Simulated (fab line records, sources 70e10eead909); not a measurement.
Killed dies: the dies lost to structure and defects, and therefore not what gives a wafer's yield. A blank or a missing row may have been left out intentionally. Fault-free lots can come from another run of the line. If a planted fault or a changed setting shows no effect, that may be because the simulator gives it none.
Chamber matching    flow nand_harc    NHARC_A_M0_DESCUM_14 on rie_diel-10: 4 sister chambers
The step chemistry O2, time 3 s. 27 wafers are shown with their chamber, then 12 later ones without.

## WAFERS PAIRED WITH THEIR CHAMBERS
wafer   chamber  drypump_motor_current_A (A)  oes_product_au (a.u.)  rf_vpp_V (V)
L074.1  3        5.45                         0.989                  60.4
L074.3  1        5.67                         0.989                  56.9
L074.6  1        5.65                         0.989                  55.7
L075.3  0        6.08                         0.987                  57.8
L075.4  3        5.47                         1.001                  58.5
L075.5  0        6.05                         0.997                  56.9
L075.1  2        6.02                         0.976                  57.2
L075.2  1        5.67                         0.996                  58.5
L075.6  1        5.65                         0.995                  57.7
L079.2  2        6.04                         0.964                  57.7
L079.3  3        5.45                         1.002                  59.0
L079.4  1        5.64                         0.999                  57.1
L082.3  2        6.03                         0.968                  56.8
L082.5  3        5.48                         1.003                  58.8
L082.6  2        6.03                         0.971                  56.0
L083.1  3        5.46                         1.004                  58.7
L083.3  0        6.02                         0.994                  58.1
L083.5  3        5.47                         1.017                  59.0
L083.2  2        6.03                         0.985                  57.3
L083.4  1        5.65                         1.007                  57.4
L083.6  0        6.02                         0.999                  58.1
L086.2  0        6.12                         0.993                  56.3
L086.3  1        5.68                         1.003                  57.0
L086.4  2        6.02                         0.978                  58.2
L086.1  3        5.47                         1.001                  58.1
L086.5  2        5.99                         0.986                  57.4
L086.6  1        5.69                         1.002                  59.1

SIGNATURES (means of the wafers above)
reading                  chamber 0  chamber 1  chamber 2  chamber 3  scatter within a chamber
drypump_motor_current_A  6.0580     5.6625     6.0229     5.4643     0.0226
oes_product_au           0.99400    0.99750    0.97543    1.00243    0.00721
rf_vpp_V                 57.440     57.425     57.229     58.929     0.839
Rule: a wafer's distance from a chamber is the root of the sum, over the readings, of the square of ((its reading less the chamber's mean) divided by the reading's scatter). The wafer belongs to the nearest chamber; if the next one is less than 2 further off, it can't be placed. How the scatter is found: for the shown wafers, subtract from each reading the mean of its chamber, square and add these, divide the total by (wafers less chambers), then take the root.

## WAFERS WHOSE CHAMBER IS MISSING
wafer   drypump_motor_current_A (A)  oes_product_au (a.u.)  rf_vpp_V (V)
L089.1  5.69                         1.003                  56.9
L089.2  5.45                         1.002                  58.5
L089.5  6.02                         0.987                  56.9
L090.1  5.45                         1.010                  57.7
L090.3  6.03                         0.983                  55.4
L090.6  5.69                         0.999                  57.6
L096.1  5.70                         1.003                  59.1
L096.2  6.02                         0.989                  56.3
L096.4  6.02                         0.995                  57.0
L096.3  6.02                         0.989                  58.2
L096.5  6.04                         0.997                  57.7
L096.6  5.67                         1.003                  56.3

## WHICH CHAMBER EACH WENT THROUGH
wafer   from the rows above      in truth
L089.1  1                        1
L089.2  3                        3
L089.5  can't be placed: 2 or 0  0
L090.1  3                        3
L090.3  can't be placed: 2 or 0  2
L090.6  1                        1
L096.1  1                        1
L096.2  can't be placed: 2 or 0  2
L096.4  can't be placed: 0 or 2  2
L096.3  can't be placed: 0 or 2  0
L096.5  0                        0
L096.6  1                        1
Correctly placed: 7 of 12. Not placeable from these rows: 5 (in 5, the candidates include the true chamber). 0 placed wrongly.
